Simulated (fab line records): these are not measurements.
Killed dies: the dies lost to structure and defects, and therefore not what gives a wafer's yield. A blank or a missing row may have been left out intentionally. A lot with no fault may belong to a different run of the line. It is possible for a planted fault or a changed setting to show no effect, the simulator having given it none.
Split-lot study || flow n5_finfet || 21 wafers read across 7 lots, on a route 1938 steps long

THE SPLIT
At N5_GATE_CUT_EXPOSE_10 (exposes mask GATE CUT, target cd 20 nm), the setting dose_mj was moved away from the recipe's 43.25 on 9 of the 21 wafers read, by -5.2% to +4.9%. The other wafers ran this setting at the recipe's value.

FROM THE SPLIT TO THE READING: what the file shows between them, 2 steps
- N5_GATE_CUT_PEB_11: peb time 60 s
- N5_GATE_CUT_DEVELOP_12: develop time 30 s

THE READING
cd_nm at N5_GATE_CUT_CD_MEAS_13, given in nm (cd target 20 nm). Fault-free wafers of this fab line usually give 20.05 nm, standard deviation 0.25 nm.

{"wafer": "L074.3", "tool, chamber at the split": "euv_scanner-01, 0", "dose_mj as run": 44.93, "against the recipe": "+3.9%", "cd_nm, nm": 20.26, "against lot-mates on the recipe": "+0.32"}
{"wafer": "L074.5", "tool, chamber at the split": "euv_scanner-01, 0", "dose_mj as run": 43.25, "against the recipe": "recipe", "cd_nm, nm": 19.94, "against lot-mates on the recipe": "-"}
{"wafer": "L074.6", "tool, chamber at the split": "euv_scanner-01, 0", "dose_mj as run": 44.93, "against the recipe": "+3.9%", "cd_nm, nm": 20.84, "against lot-mates on the recipe": "+0.90"}
{"wafer": "L079.1", "tool, chamber at the split": "euv_scanner-01, 0", "dose_mj as run": 45.36, "against the recipe": "+4.9%", "cd_nm, nm": 21.04, "against lot-mates on the recipe": "+0.93"}
{"wafer": "L079.3", "tool, chamber at the split": "euv_scanner-01, 0", "dose_mj as run": 43.25, "against the recipe": "recipe", "cd_nm, nm": 20.00, "against lot-mates on the recipe": "-"}
{"wafer": "L079.6", "tool, chamber at the split": "euv_scanner-01, 0", "dose_mj as run": 43.25, "against the recipe": "recipe", "cd_nm, nm": 20.21, "against lot-mates on the recipe": "-"}
{"wafer": "L085.4", "tool, chamber at the split": "euv_scanner-01, 0", "dose_mj as run": 43.25, "against the recipe": "recipe", "cd_nm, nm": 20.09, "against lot-mates on the recipe": "-"}
{"wafer": "L085.5", "tool, chamber at the split": "euv_scanner-01, 0", "dose_mj as run": 44.34, "against the recipe": "+2.5%", "cd_nm, nm": 20.64, "against lot-mates on the recipe": "+0.64"}
{"wafer": "L085.6", "tool, chamber at the split": "euv_scanner-01, 0", "dose_mj as run": 43.25, "against the recipe": "recipe", "cd_nm, nm": 19.91, "against lot-mates on the recipe": "-"}
{"wafer": "L086.2", "tool, chamber at the split": "euv_scanner-01, 0", "dose_mj as run": 44.92, "against the recipe": "+3.9%", "cd_nm, nm": 20.96, "against lot-mates on the recipe": "+1.47"}
{"wafer": "L086.5", "tool, chamber at the split": "euv_scanner-01, 0", "dose_mj as run": 44.92, "against the recipe": "+3.9%", "cd_nm, nm": 21.05, "against lot-mates on the recipe": "+1.56"}
{"wafer": "L086.6", "tool, chamber at the split": "euv_scanner-01, 0", "dose_mj as run": 43.25, "against the recipe": "recipe", "cd_nm, nm": 19.49, "against lot-mates on the recipe": "-"}
{"wafer": "L088.1", "tool, chamber at the split": "euv_scanner-01, 0", "dose_mj as run": 43.25, "against the recipe": "recipe", "cd_nm, nm": 19.96, "against lot-mates on the recipe": "-"}
{"wafer": "L088.5", "tool, chamber at the split": "euv_scanner-01, 0", "dose_mj as run": 41, "against the recipe": "-5.2%", "cd_nm, nm": 18.95, "against lot-mates on the recipe": -1.15}
{"wafer": "L088.6", "tool, chamber at the split": "euv_scanner-01, 0", "dose_mj as run": 43.25, "against the recipe": "recipe", "cd_nm, nm": 20.24, "against lot-mates on the recipe": "-"}
{"wafer": "L092.2", "tool, chamber at the split": "euv_scanner-02, 0", "dose_mj as run": 43.25, "against the recipe": "recipe", "cd_nm, nm": 19.94, "against lot-mates on the recipe": "-"}
{"wafer": "L092.5", "tool, chamber at the split": "euv_scanner-02, 0", "dose_mj as run": 43.25, "against the recipe": "recipe", "cd_nm, nm": 20.09, "against lot-mates on the recipe": "-"}
{"wafer": "L092.6", "tool, chamber at the split": "euv_scanner-02, 0", "dose_mj as run": 43.25, "against the recipe": "recipe", "cd_nm, nm": 20.30, "against lot-mates on the recipe": "-"}
{"wafer": "L096.2", "tool, chamber at the split": "euv_scanner-01, 0", "dose_mj as run": 42.25, "against the recipe": "-2.3%", "cd_nm, nm": 20.22, "against lot-mates on the recipe": "+0.24"}
{"wafer": "L096.5", "tool, chamber at the split": "euv_scanner-01, 0", "dose_mj as run": 43.25, "against the recipe": "recipe", "cd_nm, nm": 19.98, "against lot-mates on the recipe": "-"}
{"wafer": "L096.6", "tool, chamber at the split": "euv_scanner-01, 0", "dose_mj as run": 42.25, "against the recipe": "-2.3%", "cd_nm, nm": 19.50, "against lot-mates on the recipe": -0.48}

THE FIT
A straight line over all 21 wafers: cd_nm changes by +0.189 nm for each +1% of dose_mj; r = +0.88; the points scatter about the line by 0.26 nm.
The same after taking each lot's own level away (the mean of its wafers on the recipe; 21 wafers): +0.22 nm for each +1%; r = +0.87; scatter 0.31 nm.
According to that fit, moving dose_mj by its largest amount changes the reading by 1.1 nm.
The lots' own levels span 19.490 to 20.110 nm, that is 2.5 times the standard deviation above.
So the lot-to-lot level changes the slope: the two fits differ.
Check: -1.03 nm against its lot-mates is what the line predicts for one of the wafers moved furthest among these (-5.2%) when that wafer is left out of the fit. It came out at -1.15 nm against them.

THE WHOLE CHAIN: every reading that the file lists as answering this split, in the file's order
{"step": "N5_GATE_CUT_CD_MEAS_13", "what it does": "target cd 20 nm", "reading": "cd_nm", "change (the file's fit)": "+0.224 nm for each +1% of the setting", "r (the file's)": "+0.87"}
{"step": "N5_GATE_CUT_DESCUM_18", "what it does": "chemistry O2, time 7 s", "reading": "GATE_CUT.cd_nm (the simulator's own value, which no gauge read)", "change (the file's fit)": "+0.247 nm for each +1% of the setting", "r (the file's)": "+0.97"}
{"step": "N5_GATE_CUT_ETCH_28", "what it does": "etches underlayer in N2/H2, target depth 13 nm, time 10.4 s", "reading": "GATE_CUT.cd_nm (the simulator's own value, which no gauge read)", "change (the file's fit)": "+0.255 nm for each +1% of the setting", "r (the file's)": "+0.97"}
{"step": "N5_GATE_CUT_ETCH_36", "what it does": "etches SiARC in CF4, target depth 13 nm, time 21.7 s", "reading": "GATE_CUT.cd_nm (the simulator's own value, which no gauge read)", "change (the file's fit)": "+0.231 nm for each +1% of the setting", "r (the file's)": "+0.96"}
{"step": "N5_GATE_CUT_ETCH_37", "what it does": "etches SOC in N2/H2, target depth 60 nm, overetch 12 nm, time 90 s", "reading": "GATE_CUT.cd_nm (the simulator's own value, which no gauge read)", "change (the file's fit)": "+0.239 nm for each +1% of the setting", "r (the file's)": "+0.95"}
{"step": "N5_GATE_CUT_ETCH_19", "what it does": "etches SiNx in CH3F/O2, target depth 53.7 nm, time 76.7 s", "reading": "GATE_CUT.cd_nm (the simulator's own value, which no gauge read)", "change (the file's fit)": "+0.212 nm for each +1% of the setting", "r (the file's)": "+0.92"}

THE FILE'S OWN FIT
cd_nm changes by +0.224 nm for each +1% of dose_mj, r = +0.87.
